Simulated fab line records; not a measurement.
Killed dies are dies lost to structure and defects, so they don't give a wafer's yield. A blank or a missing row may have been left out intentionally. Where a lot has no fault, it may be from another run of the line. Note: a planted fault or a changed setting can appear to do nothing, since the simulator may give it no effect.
Problem report, 8D (eight disciplines) form, completed by code    flow n5 finfet    the parts of the form that need people (team, actions taken, sign-off) are left out
Where a reading is given only as a bound, like >300, the bound stands for it, and a mean or a difference that rests on one is marked > or <: the true number lies beyond.

== 1. PROBLEM STATEMENT ==
raw defect count at N5_BEOL_M0_SAQP_INSPECT_42 reads a mean of 900 on 2 wafers of 2 lots; wafers without a fault read 355 with a standard deviation of 100. Measured from the usual mean, that is +5.5 standard deviations.
The step: inspects for defects (brightfield).
Earliest sighting: wafer L852.1 on defect inspect-01 at day 6 15:32. At this step, 24 wafers from 8 lots have a number in the record. Rule for "out" (also "out of limits"): further than 4 standard deviations from the usual mean. Any other wafer with a number is counted as sound.

== 2. WHAT IT IS, AND WHAT IT ISN'T ==
question                     is                 is not
which readings at this step  raw defect count   -
which lots                   L852, L855         L851, L863, L866, L868, L869, L870
which wafers of those lots   L852.1, L855.2     L852.2, L852.3, L855.3, L855.4
read on which gauges         defect inspect-01  defect inspect-02
when                         from day 6 15:32   up to then (5 sound wafers); but 17 sound wafers of L855, L863, L866, L868, L869, L870 came after

== 3. SUSPECTS, AND WHAT RULES EACH OUT ==
Counting: any tool at a process step up to the reading remains a suspect provided it ran every lot that is out. Sound lots after the first of them don't rule it out here, since some wafers of a struck lot are sound.
- ruled out: the gauge at N5_BEOL_M0_SAQP_INSPECT_42. All the wafers that are out were read on defect inspect-01, but those of them that N5_PASSIVATION_PROBE_49 has rows for are out there too, on other tools.
- rie si-02 at N5_BEOL_M0_SAQP_MANDREL_ETCH_20 (etches a-Si in HBr/Cl2, stops on SiNx, target depth 60 nm, bt time 10 s, time 30 s): kept. Ran every lot that is out, first one L852 (day 6 12:06); last sound lot up to then L851 (day 6 08:19).
- rie diel-02 at N5_BEOL_M0_SAQP_ETCH_106 (etches SOC in N2/H2, stops on SiNx, target depth 150 nm): kept. It ran every lot that is out, first L852 (day 6 14:05).
- rie diel-02 at N5_BEOL_M0_SAQP_STRIP_108 (strips in N2/H2): kept. It ran every lot that is out, first L852 (day 6 14:11).
- In rie si-02 at N5_BEOL_M0_SAQP_MANDREL_ETCH_20, the wafers that are out were processed in chamber 3 and their sound lot-mates in chambers 0, 1, 2.
- In rie diel-02 at N5_BEOL_M0_SAQP_ETCH_106, the wafers that are out were processed in chamber 2 and their sound lot-mates in chambers 0, 3.
- In rie diel-02 at N5_BEOL_M0_SAQP_STRIP_108, the wafers that are out were processed in chamber 2 and their sound lot-mates in chambers 0, 3.
rie si-02 at N5_BEOL_M0_SAQP_MANDREL_ETCH_20, rie diel-02 at N5_BEOL_M0_SAQP_ETCH_106 and rie diel-02 at N5_BEOL_M0_SAQP_STRIP_108 are what is left after counting.

== 4. THE CAUSE (what the simulator had put in) ==
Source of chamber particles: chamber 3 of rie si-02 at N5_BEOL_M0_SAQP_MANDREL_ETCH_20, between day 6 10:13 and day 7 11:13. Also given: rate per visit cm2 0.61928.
Counting leaves 3 suspects; this tool is one of them.

== 5. SEQUENCE OF EFFECTS, ordered by route ==
One row per reading whose mean, taken over the struck wafers that have a number, lies over 3 standard deviations from the usual. Only readings for which the record gives a usual standard deviation are gone through. hours: the time from each lot's start at the first step in this table that gives one to its start at this step, as a median over the lots. sigmas: the change in usual standard deviations.
hours  step                        reading               usual   on struck wafers  change  sigmas
0      N5_BEOL_M0_SAQP_INSPECT_42  raw defect count      355     900               +545    +5.5
1      N5_BEOL_M0_CUTY_INSPECT_59  raw defect count      1.9     >300              >+298   +99 or more
153    N5_PASSIVATION_PROBE_49     defect limited yield  91.3 %  83.2              -8.1    -5.4
153    N5_PASSIVATION_PROBE_49     killed_at_M0_to_M3    35      136               +100    +10
153    N5_PASSIVATION_PROBE_49     killed dies           103     198               +96     +5.6
153    N5_PASSIVATION_PROBE_49     sort_bin_5_function   5.1 %   11.1              +6.0    +6.4
153    N5_PASSIVATION_PROBE_49     sort n pass           1077    982               -96     -5.6
153    N5_PASSIVATION_PROBE_49     sort yield pct        91.3 %  83.2              -8.1    -5.4
The process steps in it:
- N5_PASSIVATION_PROBE_49
Later steps that measure or inspect, where all struck wafers having a row at the step show a number for every such reading and not one has moved that far: N5_BEOL_M4_RC_MEAS_101.

== 6. WHAT WOULD HAVE CAUGHT IT SOONER ==
Counted from the fault's start at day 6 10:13, it took 5 hours until the first out-of-limits reading at a measuring or inspecting step in this record, taken at day 6 15:32.
An alarm limit of 4 standard deviations would not have fired on the tool readings at N5_BEOL_M0_SAQP_MANDREL_ETCH_20 for which the record gives a usual standard deviation, since none of them was out on any struck wafer.
Among the 2 lots that are out, L855 began N5_BEOL_M0_SAQP_MANDREL_ETCH_20 on rie si-02 after day 6 15:32. A hold on the tool at that time would have spared it.
